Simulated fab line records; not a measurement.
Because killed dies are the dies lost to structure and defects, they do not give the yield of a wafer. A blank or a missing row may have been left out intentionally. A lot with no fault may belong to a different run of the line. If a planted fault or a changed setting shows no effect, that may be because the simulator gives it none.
Comparing a struck lot with a sound one || flow n5 finfet || 29 out of 1938 route steps
Sound: wafers L609.2, L609.5, L609.6. Struck: wafers L598.3, L598.5. (L598.2 of the same lot was not struck and is left out.) The cause comes at the end.
For every step that has rows: the tool of each side, followed by ch and its chambers, followed by its first start. Under that, the readings that differ: sound wafers || struck wafers || difference of the means || sigmas: that difference in standard deviations of wafers without a fault.
alike: readings with means less than 2 such deviations apart, plus words and numbers identical on both sides. not compared: withheld readings, readings lacking a value on some wafer, bounds such as >300 that could conceal the same value, and numbers that have no deviation in the record and whose values overlap.
Wherever a step has rows on one side only, a row that says differs or no value, or a row with sigmas, the two part there. Non-overlapping numbers with no deviation appear without sigmas and do not part them. A reading that every wafer of one side lacks parts them only if that side has two wafers or more.

first, 9 steps without rows for these wafers: N5_BEOL_M0_SAQP_EXPOSE_37 (exposes mask M0 CUT1, target cd 30 nm); N5_BEOL_M0_SAQP_PEB_38 (peb time 60 s); N5_BEOL_M0_SAQP_DEVELOP_39 (develop time 30 s); N5_BEOL_M0_SAQP_DESCUM_45 (chemistry O2, time 7 s); N5_BEOL_M0_SAQP_ETCH_88 (etches underlayer in N2/H2, target depth 6.5 nm, time 5.2 s); N5_BEOL_M0_SAQP_ETCH_73 (etches SiARC in CF4, target depth 19.5 nm, time 32.5 s); N5_BEOL_M0_SAQP_CUT_ETCH_46 (etches SOC in N2/H2, target depth 135 nm, overetch 27 nm, time 202.5 s); N5_BEOL_M0_SAQP_STRIP_74 (strips in N2/H2); N5_BEOL_M0_SAQP_STRIP_89 (strips in N2/H2).
N5_BEOL_M0_SAQP_ALD_48: deposits SiO2, target thk 20 nm, pulse time 1 s, co reactant pulse time 1 s.
  sound on ald sin-04 ch 0,3, day 10 02:16; struck on ald sin-03 ch 0,1, day 7 07:35
{"reading": "ald cycles", "sound": "139 139 139", "struck": "72 72", "difference": -67, "sigmas": ""}
{"reading": "model.SiO2_of_BEOL_M0_SAQP_ALD_48.thk nm (nm)", "sound": "20 20 20", "struck": "10.2 10.4", "difference": -9.7, "sigmas": ""}
  alike: heater power w, precursor pulse height rel
then, 15 steps without rows for these wafers: N5_BEOL_M0_SAQP_ETCH_49 (etches SiO2 in CF4/O2, target depth 37 nm); N5_BEOL_M0_SAQP_STRIP_75 (strips in CF4); N5_BEOL_M0_CUTY_COAT_50 (time 60 s, resist thk 15 nm); N5_BEOL_M0_CUTY_COAT_51 (resist thk 150 nm); N5_BEOL_M0_CUTY_EBR_52; N5_BEOL_M0_CUTY_SOFTBAKE_53 (time 60 s); N5_BEOL_M0_CUTY_EXPOSE_54 (exposes mask M0 ABLK); N5_BEOL_M0_CUTY_PEB_55 (peb time 60 s); N5_BEOL_M0_CUTY_DEVELOP_56 (develop time 30 s); N5_BEOL_M0_CUTY_DESCUM_61 (chemistry O2, time 7.9 s); N5_BEOL_M0_CUTY_ETCH_62 (etches SiARC in CF4, time 58.5 s); N5_BEOL_M0_CUTY_ETCH_63 (etches SOC in N2/H2, target depth 82.7 nm, overetch 16.5 nm, time 124 s); N5_BEOL_M0_CUTY_STRIP_64 (strips in N2/H2); N5_BEOL_M0_ETCH_138 (etches SiCN in CH3F/O2, target depth 12 nm, time 31.6 s); N5_BEOL_M0_HM_OPEN_105 (chemistry Cl2/BCl3, target TiN, target depth 12 nm).
N5_BEOL_M0_STRIP_140: strips in CF4.
  sound on rie diel-05 ch 1,3, day 10 05:20; struck on rie diel-04 ch 3, day 7 10:11
{"reading": "model.SiO2_of_BEOL_M0_SAQP_ALD_48.thk nm (nm)", "sound": "11.2 11.4 11.2", "struck": "6 6", "difference": -5, "sigmas": ""}
  alike: drypump motor current A, oes product au, power w, rf vpp V, showerhead plenum p Torr, throttle valve pct
  not compared: rf hours counter h
then, 1 step without rows for these wafers: N5_BEOL_M0_STRIP_104 (strips in N2/H2).
N5_BEOL_M4_RC_MEAS_101:
  sound on prober-02 ch 0, day 12 07:05; struck on prober-01 ch 0, day 9 05:07
  alike: DIBL_N, DIBL_P, IOFF_N, IOFF_P, ION_N, ION_P, SS_N, SS_P, VT_N, VT_P
-- the record jumps here: 5 days lie between the struck wafers' starts before and after (it left off in module BEOL_M4 and takes up again in module PASSIVATION, whose first step shown is number 1936 of the route) --
N5_PASSIVATION_PROBE_49:
  sound: prober-01 at day 16 14:29; struck: prober-01 at day 13 18:29
{"reading": "sort_bin_4_leakage (%)", "sound": "0 0 0", "struck": "0 0.08", "difference": "+0", "sigmas": "+6"}
  alike: defect limited yield, killed_at_M0_to_M3, killed_at_M4_up, killed at contacts, killed at front end, killed at other, killed dies, killed on rim, killed open, killed short, sort_bin_5_function, sort_bin_6_memory, sort n pass, sort yield pct

## WHERE THEY PART
Only at N5_PASSIVATION_PROBE_49, as far as this record shows.

WHY: what had been put in by the simulator
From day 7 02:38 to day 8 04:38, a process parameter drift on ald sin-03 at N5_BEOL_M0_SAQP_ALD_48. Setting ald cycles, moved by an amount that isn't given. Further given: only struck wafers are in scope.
